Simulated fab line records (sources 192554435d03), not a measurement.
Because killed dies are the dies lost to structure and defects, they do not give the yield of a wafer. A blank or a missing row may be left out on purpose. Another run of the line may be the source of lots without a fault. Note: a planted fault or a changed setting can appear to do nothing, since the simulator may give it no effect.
Comparing a struck lot with a sound one    flow n5 finfet    37 out of 1938 route steps
Sound: these wafers, L847.1, L847.5, L847.6. Wafers L842.1, L842.4, L842.6 were the ones struck. The cause is given at the end.
At each step with rows: each side's tool, then ch and its chambers, then its first start. Under that, the readings that differ: sound wafers    struck wafers    difference of the means    sigmas: that difference in standard deviations of wafers without a fault.
alike: readings whose means differ by less than 2 such deviations, and words and numbers that are the same on both sides. not compared: withheld readings, readings that some wafer has no value for, bounds like >300 that may hide the same value, and numbers for which the record gives no deviation and whose values overlap.
Wherever a step has rows on one side only, a row that says differs or no value, or a row with sigmas, the two part there. Non-overlapping numbers with no deviation appear without sigmas and do not part them. A reading that every wafer of one side lacks parts them only if that side has two wafers or more.

first, 9 steps without rows for these wafers: N5_BEOL_M4_ANNEAL_95 (time 240 s); N5_BEOL_M4_SPUTTER_96 (material Cu, target thk 4.5 nm, time 8.29 s); N5_BEOL_M4_ECD_50 (material Cu, target thk 300 nm); N5_BEOL_M4_ANNEAL_51 (time 90 s); N5_BEOL_M4_CMP_52 (polishes, stops on SiOC, t overpolish 6.8 s, target thk 40 nm); N5_BEOL_M4_PRE_CLEAN_60 (time 15 s); N5_BEOL_M4_CO_CAP_55 (material Co, precursor CCTBA/H2, target thk 2 nm, time 102.1 s); N5_BEOL_M4_PRE_CLEAN_56 (time 15 s); N5_BEOL_M4_DEP_57 (deposits SiCN from 3MS/NH3, target thk 8 nm, time 14 s).
N5_BEOL_M4_RC_MEAS_101:
  sound on prober-01 ch 0, day 12 15:23; struck on prober-01 ch 0, day 11 12:19
  alike: DIBL_N, DIBL_P, IOFF_N, IOFF_P, ION_N, ION_P, SS_N, SS_P, VT_N, VT_P
then, 24 steps without rows for these wafers: N5_BEOL_M5_ILD_DEP_00 (deposits SiCOH lowk from DEMS/porogen, target thk 140.64 nm, time 25.9 s); N5_BEOL_M5_CURE_79 (cures SiCOH lowk, time 240 s); N5_BEOL_M5_PECVD_70 (deposits SiO2 from TEOS/O2, target thk 16 nm, time 18 s); N5_BEOL_M5_HM_DEP_02 (deposits TiN, target thk 20 nm); N5_BEOL_M5_COAT_59 (time 60 s, resist thk 60 nm); N5_BEOL_M5_COAT_60 (time 60 s, resist thk 12 nm); N5_BEOL_M5_COAT_71 (time 60 s, resist thk 5 nm); N5_BEOL_M5_COAT_05 (resist thk 30 nm); N5_BEOL_M5_EBR_07; N5_BEOL_M5_SOFTBAKE_06 (time 60 s); N5_BEOL_M5_EXPOSE_08 (exposes mask M5, target cd 28 nm); N5_BEOL_M5_PEB_09 (peb time 60 s); N5_BEOL_M5_DEVELOP_10 (develop time 30 s); N5_BEOL_M5_DESCUM_16 (chemistry O2, time 7 s); N5_BEOL_M5_ETCH_72 (etches underlayer in N2/H2, target depth 6.5 nm, time 5.2 s); N5_BEOL_M5_ETCH_61 (etches SiARC in CF4, target depth 15.6 nm, time 26 s); N5_BEOL_M5_ETCH_62 (etches SOC in N2/H2, target depth 75 nm, overetch 15 nm, time 112.5 s); N5_BEOL_M5_STRIP_63 (strips in N2/H2); N5_BEOL_M5_STRIP_73 (strips in N2/H2); N5_BEOL_M5_STRIP_64 (strips in CF4); N5_BEOL_M5_HM_OPEN_17 (chemistry Cl2/BCl3, target TiN, target depth 20 nm, overetch 6 nm); N5_BEOL_M5_STRIP_19 (strips in O2); N5_BEOL_M5_COAT_65 (time 60 s, resist thk 60 nm); N5_BEOL_M5_COAT_66 (time 60 s, resist thk 12 nm).
-- record jumps: 4 days separate the struck wafers' starts on either side; left off in module BEOL_M5, taken up again in module BEOL_M15, whose first shown step is the route's number 1819 --
N5_BEOL_M15_SPUTTER_43: material TaN, target thk 15 nm, time 24.19 s.
  sound on pvd sputter-01 at day 16 06:56; struck on pvd sputter-01 at day 15 07:50
  no value came back on the struck wafers for bias v (V), cathode dc power W (W), susceptor temp C (C), throttle valve pct (%); on the sound wafers bias v (V) reads 167.7 166.7 170.1
N5_BEOL_M15_CMP_49: polishes, stops on SiO2, t overpolish 4.9 s, target thk 850 nm.
  sound on cmp-03 ch 2,3, day 16 07:49; struck on cmp-02 ch 1,2, day 15 09:32
reading                       sound              struck          difference  sigmas
barrier field endpoint s (s)  11.57 11.45 11.26  5.77 5.54 5.75  -5.74       -22
  alike: motor current A, platen rpm
N5_PASSIVATION_PROBE_49:
  sound on prober-02 at day 16 21:32; struck on prober-01 at day 15 23:44
reading                   sound           struck          difference  sigmas
defect limited yield (%)  90.3 89.9 91.9  84.4 83.2 84.8  -6.6        -5
killed_at_M4_up           31 34 19        112 103 94      +75         +12
killed dies               114 119 96      184 198 179     +77         +5
killed on rim             18 14 17        10 42 51        +18         +5
sort_bin_5_function (%)   6.2 6.1 5.5     12.9 12.6 11.8  +6.5        +8
sort n pass               1066 1061 1084  996 982 1001    -77         -5
sort yield pct (%)        90.3 89.9 91.9  84.4 83.2 84.8  -6.6        -5
  alike: killed_at_M0_to_M3, killed at contacts, killed at front end, killed at other, killed open, killed short, sort_bin_6_memory

== WHERE THEY PART ==
Last at N5_PASSIVATION_PROBE_49 as far as this record goes, first at N5_BEOL_M15_SPUTTER_43.

WHY: whatever the simulator had introduced
Beginning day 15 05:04, the whole step at N5_BEOL_M15_SPUTTER_43 was skipped on pvd sputter-01. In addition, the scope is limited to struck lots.
